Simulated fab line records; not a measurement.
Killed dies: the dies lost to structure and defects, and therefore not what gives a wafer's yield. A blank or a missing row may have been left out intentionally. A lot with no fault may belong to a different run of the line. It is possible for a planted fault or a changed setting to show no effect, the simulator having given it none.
Matching of chambers -- flow n5_finfet -- rie_si-05 running N5_FIN_SAQP_ETCH_65: 4 sister chambers
The step etches SiO2 in CF4, target depth 4 nm, time 4.4 s. 27 wafers are shown with their chamber, then 12 later ones without.

== EACH WAFER AND ITS CHAMBER ==
wafer,chamber,drypump_motor_current_A (A),throttle_valve_pct (%),oes_product_au (a.u.)
L074.3,1,5.5,21.56,0.972
L074.4,0,5.8,21.53,1.029
L074.5,0,5.8,21.54,1.020
L076.1,1,5.5,21.55,0.970
L076.2,2,6.5,22.23,0.988
L076.4,0,5.8,21.55,1.018
L077.4,0,5.8,21.55,1.024
L077.5,2,6.5,22.21,0.980
L077.6,3,5.5,21.72,0.989
L081.2,3,5.5,21.73,0.988
L081.5,0,5.8,21.53,1.026
L081.6,3,5.5,21.72,0.992
L084.2,3,5.5,21.72,0.999
L084.4,2,6.5,22.23,0.973
L084.6,0,5.8,21.53,1.006
L085.1,0,5.8,21.53,1.013
L085.4,3,5.4,21.71,0.996
L085.5,0,5.8,21.53,1.017
L086.1,0,5.8,21.55,1.008
L086.4,3,5.5,21.72,0.995
L086.6,3,5.5,21.71,0.996
L087.1,1,5.5,21.55,0.956
L087.2,3,5.5,21.72,0.992
L087.3,2,6.5,22.24,0.988
L088.1,1,5.5,21.57,0.959
L088.3,2,6.5,22.22,0.988
L088.4,0,5.8,21.54,1.017

SIGNATURES, as means of the wafers listed above
reading,chamber 0,chamber 1,chamber 2,chamber 3,scatter within a chamber
drypump_motor_current_A,5.800,5.500,6.500,5.487,0.0195
throttle_valve_pct,21.5380,21.5575,22.2260,21.7188,0.00895
oes_product_au,1.01780,0.96425,0.98340,0.99338,0.00649
Rule: distance of a wafer from a chamber = root of the sum over the readings of ((wafer's reading minus chamber's mean) / reading's scatter) squared. If the next closest chamber is less than 2 further off than the closest, the wafer can't be placed; otherwise it belongs to the closest. The scatter: the root of (the sum of the squares of (reading less its chamber's mean) over the shown wafers, divided by (wafers less chambers)).

== WAFERS WITH NO CHAMBER GIVEN ==
wafer,drypump_motor_current_A (A),throttle_valve_pct (%),oes_product_au (a.u.)
L089.4,5.8,21.54,1.011
L089.5,5.8,21.54,1.023
L089.6,5.5,21.55,0.963
L092.1,5.8,21.54,1.017
L092.4,6.5,22.22,0.986
L092.5,5.8,21.54,1.018
L094.2,6.5,22.21,0.980
L094.3,5.8,21.55,1.012
L094.6,5.4,21.72,0.996
L096.3,5.8,21.53,1.019
L096.4,5.5,21.73,0.999
L096.6,5.5,21.73,1.001

== CHAMBER TAKEN BY EACH ==
wafer,from the rows above,in truth
L089.4,0,0
L089.5,0,0
L089.6,1,1
L092.1,0,0
L092.4,2,2
L092.5,0,0
L094.2,2,2
L094.3,0,0
L094.6,3,3
L096.3,0,0
L096.4,3,3
L096.6,3,3
Placed correctly: 12 of 12. Left unplaced by these rows: 0. Placed wrongly: 0.
